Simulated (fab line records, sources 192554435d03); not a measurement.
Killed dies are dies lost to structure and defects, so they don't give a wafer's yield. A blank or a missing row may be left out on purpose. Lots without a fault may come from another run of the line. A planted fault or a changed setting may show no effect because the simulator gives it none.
A struck lot beside a sound one | flow n5_finfet | 15 steps out of a route of 1938
Sound: wafers L679.1, L679.2, L679.6. Struck: wafers L675.2, L675.3, L675.5. The cause comes at the end.
At each step with rows: each side's tool, then ch and its chambers, then its first start. Under that, the readings that differ: sound wafers | struck wafers | difference of the means | sigmas: that difference in standard deviations of wafers without a fault.
alike: readings whose means differ by less than 2 such deviations, and words and numbers that are the same on both sides. not compared: withheld readings, readings that some wafer has no value for, bounds like >300 that may hide the same value, and numbers for which the record gives no deviation and whose values overlap.
The two part at a step that has a row with sigmas, a row that says differs or no value, or rows on one side only. Numbers that don't overlap but have no deviation are shown without sigmas and don't part them. A reading that every wafer of one side lacks parts them only if that side has two wafers or more.

first, 2 steps without rows for these wafers: N5_BEOL_M8_CURE_75 (cures SiCOH lowk, time 120 s); N5_BEOL_M8_DEGAS_44 (time 60 s).
N5_BEOL_M8_PRE_CLEAN_45: time 30 s.
  sound on pvd_sputter-01, day 15 00:01; struck on pvd_sputter-03, day 13 23:35
  alike: heater_power_w
N5_BEOL_M8_ALD_77: deposits TaN, target thk 2 nm, pulse time 2 s, purge time 3 s.
  sound on ald_metal-02 ch 1,2, day 15 00:05; struck on ald_metal-03 ch 0,2,3, day 13 23:44
  alike: chamber_pressure_Torr, heater_power_w
N5_BEOL_M8_SURFACE_TREAT_79:
  sound on pvd_sputter-03, day 15 00:26; struck on pvd_sputter-03, day 14 00:11
  not compared: throttle_valve_pct
then, 1 step without rows for these wafers: N5_BEOL_M8_CVD_78 (deposits Co from CCTBA/H2, target thk 2 nm, time 142.3 s).
N5_BEOL_M8_SPUTTER_48: material Cu, target thk 10 nm, time 1.667 s.
  sound on pvd_sputter-03, day 15 00:38; struck on pvd_sputter-03, day 14 00:23
  alike: chamber_pressure_pa, throttle_valve_pct
then, 1 step without rows for these wafers: N5_BEOL_M8_ECD_50 (material Cu, target thk 300 nm).
N5_BEOL_M8_ANNEAL_51: time 90 s.
  sound on rtp_anneal-02 ch 0, day 15 00:52; struck on rtp_anneal-01 ch 0, day 14 00:38
  alike: anneal_temp_c, wafer_temp_C_max
then, 1 step without rows for these wafers: N5_BEOL_M8_CMP_52 (polishes, stops on SiCOH lowk, t overpolish 6.9 s, target thk 80 nm).
N5_BEOL_M8_THK_MEAS_53: measures by xrf.
  sound on film_metro-02, day 15 01:27; struck on film_metro-01, day 14 01:11
  alike: M8_THK
then, 1 step without rows for these wafers: N5_BEOL_M8_PRE_CLEAN_55 (time 15 s).
N5_BEOL_M8_DEP_56: deposits SiCN from 3MS/NH3, target thk 10 nm, time 17.5 s.
  sound on pecvd-01 ch 1,2, day 15 01:31; struck on pecvd-01 ch 0,1,2, day 14 01:27
  alike: chamber_pressure_Torr, showerhead_plenum_p_Torr, throttle_valve_pct
N5_BEOL_M8_RS_MEAS_57: measures by four-point-probe.
  sound on film_metro-01, day 15 01:35; struck on film_metro-02, day 14 01:31
  alike: M8_RS
N5_PASSIVATION_PROBE_49:
  the record has rows for the sound wafers here (prober-02, day 18 01:01) and none for the struck ones

WHERE THEY PART
Only at N5_PASSIVATION_PROBE_49, within this record.

WHY: what the simulator had put in
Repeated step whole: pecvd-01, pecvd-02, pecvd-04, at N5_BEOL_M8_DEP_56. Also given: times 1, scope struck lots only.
